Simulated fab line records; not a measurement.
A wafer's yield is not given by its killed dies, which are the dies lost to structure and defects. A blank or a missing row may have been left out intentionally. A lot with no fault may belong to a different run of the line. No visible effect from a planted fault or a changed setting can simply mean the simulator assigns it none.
Which of the tools did it? -- flow nandHarc -- 42 wafers from 14 lots sampled at 4 of the route's 1159 steps

## WHAT THE GAUGES SHOWED, per wafer
The record lacks any reading of a measuring or inspecting step that a usual standard deviation could be used to judge.

## WHAT TOOL EACH LOT RAN ON (gives the tool, then ch and the chambers of the sampled wafers, and finally the start)
lot,NHARC_A_STAIRCASE_ETCH_230,NHARC_A_STAIRCASE_HM_DEP_456,NHARC_A_STAIRCASE_PEB_287,NHARC_A_STAIRCASE_ETCH_294
L462,"rieDiel-01 ch 0,2, day 11 20:35 or earlier","aclDep-01 ch 0, day 11 20:35","lithoTrack-07 ch 0, day 11 23:07","rieDiel-01 ch 1,2, no start"
L461,"rieDiel-04 ch 0,3, day 12 00:05 or earlier","aclDep-02 ch 0, day 12 00:05","lithoTrack-02 ch 0, day 12 02:12","rieDiel-04 ch 1,3, no start"
L464,"rieDiel-04 ch 0,1,3, day 12 09:05 or earlier","aclDep-02 ch 0, day 12 09:05","lithoTrack-02 ch 0, day 12 11:31","rieDiel-01 ch 0,1, no start"
L463,"rieDiel-01 ch 0,2,3, day 12 12:32 or earlier","aclDep-01 ch 0, day 12 12:32","lithoTrack-07 ch 0, day 12 14:27","rieDiel-04 ch 0,1,3, no start"
L466,"rieDiel-01 ch 0,1, day 12 16:49 or earlier","aclDep-01 ch 0, day 12 16:49","lithoTrack-05 ch 0, day 12 18:27","rieDiel-04 ch 0,1,3, no start"
L465,"rieDiel-04 ch 0,1, day 12 17:32 or earlier","aclDep-03 ch 0, day 12 17:32","lithoTrack-02 ch 0, day 12 19:28","rieDiel-02 ch 0,1,2, no start"
L467,"rieDiel-01 ch 0,1,2, day 13 07:49 or earlier","aclDep-03 ch 0, day 13 07:49","lithoTrack-07 ch 0, day 13 10:26","rieDiel-01 ch 0,1,2, no start"
L468,"rieDiel-02 ch 0,2,3, day 13 09:49 or earlier","aclDep-02 ch 0, day 13 09:49","lithoTrack-07 ch 0, day 13 12:02","rieDiel-04 ch 0,1,2, no start"
L469,"rieDiel-01 ch 0,1,2, day 14 03:56 or earlier","aclDep-03 ch 0, day 14 03:56","lithoTrack-07 ch 0, day 14 06:31","rieDiel-02 ch 0,1,2, no start"
L471,"rieDiel-01 ch 1,2,3, day 14 19:21 or earlier","aclDep-02 ch 0, day 14 19:21","lithoTrack-07, day 14 21:56","rieDiel-04 ch 0,1,3, no start"
L472,"rieDiel-04 ch 0,1, day 14 19:47 or earlier","aclDep-03 ch 0, day 14 19:47","lithoTrack-05, day 14 22:06","rieDiel-04 ch 0,1,3, no start"
L476,"rieDiel-02 ch 0,2,3, day 15 17:53 or earlier","aclDep-01 ch 0, day 15 17:53","lithoTrack-02 ch 0, day 15 20:08","rieDiel-01 ch 0,1,3, no start"
L482,"rieDiel-02 ch 1,2,3, day 16 18:13 or earlier","aclDep-03 ch 0, day 16 18:13","lithoTrack-07 ch 0, day 16 20:38","rieDiel-01 ch 0,2, day 17 01:23"
L481,"rieDiel-01 ch 0,2, day 17 07:06 or earlier","aclDep-01 ch 0, day 17 07:06","lithoTrack-02 ch 0, day 17 09:40","rieDiel-04 ch 0,1, no start"
- NHARC_A_STAIRCASE_ETCH_230: etches the open film in C4F8/O2, target depth 100 nm, time 40.5 s.
- NHARC_A_STAIRCASE_HM_DEP_456: deposits aC, target thk 1500 nm.
- NHARC_A_STAIRCASE_PEB_287: peb time 130 s.
- NHARC_A_STAIRCASE_ETCH_294: etches the open film in C4F8/O2/Ar, target depth 4992 nm, time 1212.4 s.

## WHAT THE TOOLS THEMSELVES READ (means of the sampled wafers that have a number; where no wafer has one, the mark that the record gives instead)
NHARC_A_STAIRCASE_ETCH_230. Usual: oesProductAu 0.951 a.u., standard deviation 0.016; rfVppV 895 V, standard deviation 5.6.
lot,tool,oesProductAu (a.u.),rfVppV (V),flag
L462,rieDiel-01,0.978,892,
L461,rieDiel-04,0.938,894,
L464,rieDiel-04,0.936,894,
L463,rieDiel-01,0.928,892,
L466,rieDiel-01,0.945,887,
L465,rieDiel-04,0.939,896,
L467,rieDiel-01,0.981,889,
L468,rieDiel-02,0.970,893,
L469,rieDiel-01,0.948,888,
L471,rieDiel-01,0.946,899,
L472,rieDiel-04,0.947,896,
L476,rieDiel-02,0.954,899,
L482,rieDiel-02,0.958,900,
L481,rieDiel-01,0.936,889,

NHARC_A_STAIRCASE_HM_DEP_456. Usual: 34.999 % for throttleValvePct, sd 0.0086.
lot,tool,throttleValvePct (%),flag
L462,aclDep-01,34.992,
L461,aclDep-02,35.014,
L464,aclDep-02,35.003,
L463,aclDep-01,34.999,
L466,aclDep-01,34.995,
L465,aclDep-03,34.999,
L467,aclDep-03,35.004,
L468,aclDep-02,34.994,
L469,aclDep-03,35.001,
L471,aclDep-02,35.001,
L472,aclDep-03,35.008,
L476,aclDep-01,35.005,
L482,aclDep-03,35.005,
L481,aclDep-01,35.001,

NHARC_A_STAIRCASE_PEB_287. Usual: chillPlateTempC 22.99 C, standard deviation 0.08; exhaustPa 45.1 Pa, standard deviation 1.
lot,tool,chillPlateTempC (C),exhaustPa (Pa),flag
L462,lithoTrack-07,23.04,44.8,
L461,lithoTrack-02,22.94,45.2,
L464,lithoTrack-02,22.98,45.4,
L463,lithoTrack-07,23.05,44.8,
L466,lithoTrack-05,22.93,46.0,
L465,lithoTrack-02,23.01,44.9,
L467,lithoTrack-07,22.97,45.7,
L468,lithoTrack-07,22.96,46.1,
L469,lithoTrack-07,22.98,45.0,
L471,lithoTrack-07,-,-,OFF
L472,lithoTrack-05,-,-,OFF
L476,lithoTrack-02,22.98,42.8,
L482,lithoTrack-07,22.95,45.4,
L481,lithoTrack-02,22.98,46.1,

NHARC_A_STAIRCASE_ETCH_294. Usual: oesProductAu 0.938 a.u., standard deviation 0.012; rfVppV 1823 V, standard deviation 9.1.
lot,tool,oesProductAu (a.u.),rfVppV (V),flag
L462,rieDiel-01,0.921,1813,
L461,rieDiel-04,0.960,1820,
L464,rieDiel-01,0.949,1809,
L463,rieDiel-04,0.944,1823,
L466,rieDiel-04,0.935,1823,
L465,rieDiel-02,0.945,1822,
L467,rieDiel-01,0.943,1812,
L468,rieDiel-04,0.944,1826,
L469,rieDiel-02,0.940,1820,
L471,rieDiel-04,0.924,1822,
L472,rieDiel-04,0.931,1822,
L476,rieDiel-01,0.927,1829,
L482,rieDiel-01,0.930,1815,
L481,rieDiel-04,0.942,1825,

## THE ANSWER, worked out from the rows above alone
Rule: take the mean of a lot's wafers that have a number; if it is more than 3 standard deviations from the usual mean, the lot is off. A lot without any number at a reading at which 4 lots or more have one is off too. Where the step has rows for the other lots, those lots are counted as sound. Order of review: gauges by route order, followed by the tools' own readings, for which a lot's mean as printed above is used. At the first step where some lot is off, the reading lying furthest off is the one used; lots without a number count as furthest.
Off: L471, L472, at NHARC_A_STAIRCASE_PEB_287 (chillPlateTempC). Without a number there: L471, L472.
If a tool, at that step or one of the process steps before it, ran each lot that is off and ran no sound lot following the first of them, it fits. NHARC_A_STAIRCASE_ETCH_230: start missing for some lots; hours and lot order therefore follow NHARC_A_STAIRCASE_HM_DEP_456. Of those tried, none fits.

## WHAT THE SIMULATOR PUT IN
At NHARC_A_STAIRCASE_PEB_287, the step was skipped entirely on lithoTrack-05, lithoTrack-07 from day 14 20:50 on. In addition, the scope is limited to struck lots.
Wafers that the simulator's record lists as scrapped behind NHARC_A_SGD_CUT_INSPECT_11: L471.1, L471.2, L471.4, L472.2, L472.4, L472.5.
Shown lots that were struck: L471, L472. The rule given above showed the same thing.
